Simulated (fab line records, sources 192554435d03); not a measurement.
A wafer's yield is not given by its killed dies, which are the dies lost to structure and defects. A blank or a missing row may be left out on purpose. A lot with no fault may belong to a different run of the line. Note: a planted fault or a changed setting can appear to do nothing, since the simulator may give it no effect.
Matching of chambers    flow n5_finfet    N5_BEOL_M11_CURE_71 on uv_cure-03: 3 sister chambers
The step cures SiCOH lowk, time 240 s. 20 wafers are shown with their chamber, then 10 later ones without.

== EACH WAFER AND ITS CHAMBER ==
wafer   chamber  wafer_temp_C_max  lamp_power_pct (%)
L075.1  2        387.0             52.27
L075.2  2        387.0             52.28
L075.5  2        387.1             52.32
L076.2  2        386.3             52.38
L076.4  2        386.6             52.30
L076.5  2        386.6             52.29
L082.1  1        388.0             52.37
L082.3  1        386.7             52.31
L082.5  1        387.8             52.34
L083.2  2        386.2             52.26
L083.5  2        386.8             52.31
L083.6  2        386.9             52.21
L085.2  0        386.3             52.36
L085.5  0        386.5             52.38
L085.6  0        386.0             52.33
L092.1  1        387.0             52.33
L092.2  1        386.8             52.29
L092.3  1        387.9             52.35
L092.4  1        387.8             52.35
L092.5  1        386.7             52.22

SIGNATURES (averages over the wafers above)
reading           chamber 0  chamber 1  chamber 2  scatter within a chamber
wafer_temp_C_max  386.267    387.337    386.722    0.443
lamp_power_pct    52.3567    52.3200    52.2911    0.045
Rule: distance of a wafer from a chamber = root of the sum over the readings of ((wafer's reading minus chamber's mean) / reading's scatter) squared. The wafer belongs to the nearest chamber; if the next one is less than 2 further off, it can't be placed. The scatter: take each reading less its chamber's mean, square it, sum over the shown wafers, divide by the number of wafers less the number of chambers, and take the root.

== WAFERS WHOSE CHAMBER IS MISSING ==
wafer   wafer_temp_C_max  lamp_power_pct (%)
L092.6  387.1             52.34
L093.1  386.5             52.30
L093.4  387.0             52.35
L093.6  385.7             52.35
L094.1  386.0             52.38
L094.2  386.7             52.32
L094.3  386.7             52.35
L091.3  387.3             52.24
L091.4  387.6             52.34
L091.6  388.0             52.35

== WHICH CHAMBER EACH ONE RAN IN ==
wafer   from the rows above           in truth
L092.6  can't be placed: 1 or 2 or 0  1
L093.1  can't be placed: 2 or 0 or 1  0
L093.4  can't be placed: 1 or 2 or 0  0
L093.6  can't be placed: 0 or 2       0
L094.1  can't be placed: 0 or 2       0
L094.2  can't be placed: 2 or 0 or 1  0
L094.3  can't be placed: 0 or 2 or 1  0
L091.3  can't be placed: 2 or 1 or 0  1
L091.4  can't be placed: 1 or 2       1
L091.6  can't be placed: 1 or 2       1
Correct placement for 0 of the 10. Cannot be placed on the basis of these rows: 10; the candidates contain the true chamber in 10. Number placed wrongly: 0.
